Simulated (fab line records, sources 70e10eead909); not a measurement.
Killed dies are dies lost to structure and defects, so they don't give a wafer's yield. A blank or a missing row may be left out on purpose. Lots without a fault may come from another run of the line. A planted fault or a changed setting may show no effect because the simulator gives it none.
Problem report in the 8D (eight disciplines) form, filled by code | flow nand_harc | the parts of the form that need people (team, actions taken, sign-off) are left out

1. THE PROBLEM
oes_product_au at NHARC_A_STAIRCASE_TRIM_224 reads a mean of 1.211 a.u. on 6 wafers of 2 lots; wafers without a fault read 0.997 a.u. with a standard deviation of 0.013. That is +16 standard deviations from the usual mean.
The step: chemistry O2, time 211.2 s.
First seen on wafer L663.3, day 15 21:41, on rie_diel-01. The record holds 36 wafers of 12 lots with a number at this step. Rule for "out", or "out of limits": more than 4 standard deviations from the usual mean. The other wafers with a number count as sound.

2. WHAT IT IS AND WHAT IT IS NOT
question                    | is                     | is not
which readings at this step | oes_product_au         | drypump_motor_current_A, rf_vpp_V, showerhead_plenum_p_Torr, throttle_valve_pct
which lots                  | L663, L665             | L645, L646, L647, L648, L650, L652, L654, L657, L659, L666
which wafers of those lots  | all that have a number | -
read on which tools         | rie_diel-01            | rie_diel-02, rie_diel-06
when                        | from day 15 21:41      | up to then (27 sound wafers); but 3 sound wafers of L666 came after

3. SUSPECTS, AND WHAT RULES EACH OUT
Counting: a tool at a process step up to the reading stays a suspect if it ran every lot that is out and no sound lot after the first of them.
- rie_diel-06 at NHARC_A_STAIRCASE_TRIM_200 (chemistry O2, time 211.2 s): ruled out as a lasting fault. Sound lots L666 ran on it after its first lot that is out, L663 (day 15 21:41). NHARC_A_STAIRCASE_TRIM_200 gives no start for some lots, so the hours and the order of its lots are those of NHARC_A_STAIRCASE_TRIM_224.
- rie_diel-06 at NHARC_A_STAIRCASE_ETCH_201 (etches the open film in C4F8/O2, target depth 100 nm, time 40.5 s): ruled out as a lasting fault. Sound lots L666 ran on it after its first lot that is out, L663 (day 15 21:41). NHARC_A_STAIRCASE_ETCH_201 gives no start for some lots, so the hours and the order of its lots are those of NHARC_A_STAIRCASE_TRIM_224.
- rie_diel-01 at NHARC_A_STAIRCASE_TRIM_224 (chemistry O2, time 211.2 s): kept. It ran every lot that is out, first L663 (day 15 21:41), and no sound lot after that; its last sound lot up to then is L654 (day 14 22:57). Its own readings are out on those wafers: oes_product_au.
Left after counting: rie_diel-01 at NHARC_A_STAIRCASE_TRIM_224.

4. THE CAUSE (what the simulator had put in)
Process parameter drift: rie_diel-01, from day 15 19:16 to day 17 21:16, at NHARC_A_STAIRCASE_TRIM_224. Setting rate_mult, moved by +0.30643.
Counting left only this tool.

5. THE CHAIN OF EFFECTS, in route order
Each row: a reading whose mean over the struck wafers that have a number lies more than 3 standard deviations from the usual. Only readings for which the record gives a usual standard deviation are gone through. hours: the time from each lot's start at the first step in this table that gives one to its start at this step, as a median over the lots. sigmas: the change in usual standard deviations.
hours | step                       | reading        | usual      | on struck wafers | change | sigmas
0     | NHARC_A_STAIRCASE_TRIM_224 | oes_product_au | 0.997 a.u. | 1.211            | +0.214 | +16
The process steps in it:
- NHARC_A_STAIRCASE_TRIM_224: chemistry O2, time 211.2 s.
Later measuring or inspecting steps at which every struck wafer that the step has a row for has a number for every such reading, and none has moved that far: NHARC_END_SORT_01.

6. WHAT WOULD HAVE CAUGHT IT SOONER
In this record the first reading out of limits was taken at day 15 21:41, 2 hours after the fault began at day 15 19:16.
